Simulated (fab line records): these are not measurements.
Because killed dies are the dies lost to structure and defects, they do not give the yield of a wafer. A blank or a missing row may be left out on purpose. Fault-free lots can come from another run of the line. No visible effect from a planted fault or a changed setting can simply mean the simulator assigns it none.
A struck lot beside a sound one / flow n5 finfet / 20 steps out of a route of 1938
Sound: the wafers L667.1, L667.4, L667.5. Struck: wafer L677.6; the same lot's L677.2 was not struck, so it is left out; see the end for the cause.
Each step with rows lists, per side, the tool, then ch with its chambers, then its first start. Under that, the readings that differ: sound wafers / struck wafers / difference of the means / sigmas: that difference in standard deviations of wafers without a fault.
alike: a reading whose means differ by less than 2 such deviations, as well as words and numbers matching on both sides. not compared: withheld readings; readings where some wafer has no value; bounds like >300 that might hide an equal value; numbers whose values overlap and for which the record gives no deviation.
The two part at a step that has a row with sigmas, a row that says differs or no value, or rows on one side only. Non-overlapping numbers with no deviation appear without sigmas and do not part them. Lack of a reading on every wafer of one side parts them only where that side has two or more wafers.

first, 6 steps without rows for these wafers: N5_BEOL_M0_SAQP_COAT_34 (resist thk 30 nm); N5_BEOL_M0_SAQP_EBR_36; N5_BEOL_M0_SAQP_SOFTBAKE_35 (time 60 s); N5_BEOL_M0_SAQP_EXPOSE_37 (exposes mask M0 CUT1, target cd 30 nm); N5_BEOL_M0_SAQP_PEB_38 (peb time 60 s); N5_BEOL_M0_SAQP_DEVELOP_39 (develop time 30 s).
N5_BEOL_M0_SAQP_CD_MEAS_40: target cd 30 nm.
  sound on cd sem-02 ch 0, day 6 14:32; struck on cd sem-01 ch 0, day 9 04:50
  alike: cd nm
N5_BEOL_M0_SAQP_OVL_MEAS_41:
  sound on overlay-01 ch 0, day 6 14:34; struck on overlay-01 ch 0, day 9 04:53
  alike: M0_CUT1_OVL
N5_BEOL_M0_SAQP_INSPECT_42: inspects for defects (brightfield).
  sound on defect inspect-02, day 6 14:37; struck on defect inspect-01, day 9 04:56
  alike: raw defect count
N5_BEOL_M0_SAQP_DESCUM_45: chemistry O2, time 7 s.
  sound on rie diel-03 ch 0,2, day 6 14:39; struck on rie diel-06 ch 2, day 9 04:58
reading=drypump motor current A (A); sound=6.5 6.6 6.5; struck=5.0; difference=-1.5; sigmas=-3
reading=oes product au (a.u.); sound=0.67 0.68 0.67; struck=0.90; difference=+0.23; sigmas=+3
  alike: o2 flow sccm, rf vpp V, showerhead plenum p Torr, throttle valve pct
  not compared: rf hours counter h
N5_BEOL_M0_SAQP_ETCH_88: etches underlayer in N2/H2, target depth 6.5 nm, time 5.2 s.
  sound on rie diel-03 ch 0,2, day 6 14:41; struck on rie diel-06 ch 2, day 9 05:00
reading=drypump motor current A (A); sound=6.5 6.6 6.5; struck=5.0; difference=-1.5; sigmas=-3
reading=oes product au (a.u.); sound=0.57 0.59 0.57; struck=0.75; difference=+0.17; sigmas=+2
reading=rf vpp V (V); sound=524.3 523.2 524.8; struck=518.7; difference=-5.4; sigmas=-2
reading=throttle valve pct (%); sound=17.95 17.93 17.95; struck=17.43; difference=-0.51; sigmas=-2
  alike: etch rf on time s, n2 flow sccm, showerhead plenum p Torr
  not compared: rf hours counter h
N5_BEOL_M0_SAQP_ETCH_73: etches SiARC in CF4, target depth 19.5 nm, time 32.5 s.
  sound on rie diel-03 ch 0,2, day 6 14:42; struck on rie diel-06 ch 2, day 9 05:01
reading=drypump motor current A (A); sound=6.5 6.6 6.5; struck=4.9; difference=-1.6; sigmas=-3
reading=oes product au (a.u.); sound=0.58 0.59 0.58; struck=0.77; difference=+0.19; sigmas=+3
reading=rf vpp V (V); sound=183.9 184.3 184.7; struck=182.1; difference=-2.2; sigmas=-2
reading=throttle valve pct (%); sound=15.53 15.90 15.52; struck=15.08; difference=-0.57; sigmas=-2
  alike: etch rf on time s, showerhead plenum p Torr
  not compared: rf hours counter h
N5_BEOL_M0_SAQP_CUT_ETCH_46: etches SOC in N2/H2, target depth 135 nm, overetch 27 nm, time 202.5 s.
  sound on rie diel-03 ch 0,2, day 6 14:44; struck on rie diel-06 ch 2, day 9 05:03
reading=drypump motor current A (A); sound=6.5 6.6 6.5; struck=5.0; difference=-1.5; sigmas=-3
reading=throttle valve pct (%); sound=17.89 17.87 17.93; struck=17.40; difference=-0.50; sigmas=-2
reading=model.SiARC_of_BEOL_M0_SAQP_COAT_72.thk nm (nm); sound=4.8 4.8 4.8; struck=9.4; difference=+4.6; sigmas=
reading=model.BEOL_M0_SAQP.cd nm (nm); sound=29.8 29.8 30; struck=28.8; difference=-1.1; sigmas=
  alike: n2 flow sccm, rf vpp V, showerhead plenum p Torr
  not compared: rf hours counter h
then, 2 steps without rows for these wafers: N5_BEOL_M0_SAQP_STRIP_74 (strips in N2/H2); N5_BEOL_M0_SAQP_STRIP_89 (strips in N2/H2).
N5_BEOL_M0_SAQP_ALD_48: deposits SiO2, target thk 20 nm, pulse time 1 s, co reactant pulse time 1 s.
  sound on ald sin-03 ch 0,2,3, day 6 14:58; struck on ald sin-04 ch 3, day 9 05:25
  alike: heater power w, precursor pulse height rel, susceptor temp C
N5_BEOL_M0_SAQP_ETCH_49: etches SiO2 in CF4/O2, target depth 37 nm.
  sound on rie diel-03 ch 1,2,3, day 6 15:29; struck on rie diel-03 ch 1, day 9 05:56
reading=model.BEOL_M0_SAQP.cd nm (nm); sound=29.8 29.8 30; struck=29; difference=-1; sigmas=
  alike: drypump motor current A, oes product au, rf vpp V, showerhead plenum p Torr, throttle valve pct
  not compared: rf hours counter h
N5_BEOL_M0_SAQP_STRIP_75: strips in CF4.
  sound on rie diel-03 ch 1,2,3, day 6 15:35; struck on rie diel-03 ch 1, day 9 06:02
  alike: drypump motor current A, oes product au, rf vpp V, showerhead plenum p Torr, throttle valve pct
  not compared: rf hours counter h
-- here the record skips 2 days between the struck wafers' starts before and after, leaving off in module BEOL_M0_SAQP and picking up in module BEOL_M4 (first step shown: number 1111 of the route) --
N5_BEOL_M4_RC_MEAS_101:
  sound on prober-02 ch 0, day 8 17:53; struck on prober-01 ch 0, day 11 15:24
reading=DIBL_N (mV/V); sound=33.6 34.8 33.9; struck=38.3; difference=+4.2; sigmas=+3
reading=DIBL_P (mV/V); sound=32.2 34.9 33.5; struck=40.2; difference=+6.7; sigmas=+4
reading=IOFF_N (nA/um); sound=0.115 0.135 0.119; struck=0.207; difference=+0.084; sigmas=+3
reading=IOFF_P (nA/um); sound=0.14 0.18 0.16; struck=0.32; difference=+0.16; sigmas=+4
reading=ION_N (uA/um); sound=648 660 656; struck=690; difference=+35; sigmas=+3
reading=ION_P (uA/um); sound=443 455 445; struck=483; difference=+35; sigmas=+4
reading=SS_P (mV/dec); sound=72.3 72.5 72.9; struck=74.5; difference=+1.9; sigmas=+3
reading=VT_N (mV); sound=255.8 251.2 254.5; struck=246.2; difference=-7.6; sigmas=-3
reading=VT_P (mV); sound=-256 -254 -256; struck=-244; difference=+11; sigmas=+3
  alike: SS_N
-- record jumps: 4 days separate the struck wafers' starts on either side; left off in module BEOL_M4, taken up again in module PASSIVATION, whose first shown step is the route's number 1936 --
N5_PASSIVATION_PROBE_49:
  record: rows for the struck wafers here (prober-01, day 16 02:32), none for the sound ones

WHERE THEY PART
Last at N5_PASSIVATION_PROBE_49 as far as this record goes, first at N5_BEOL_M0_SAQP_DESCUM_45.

WHY: what the simulator had put in
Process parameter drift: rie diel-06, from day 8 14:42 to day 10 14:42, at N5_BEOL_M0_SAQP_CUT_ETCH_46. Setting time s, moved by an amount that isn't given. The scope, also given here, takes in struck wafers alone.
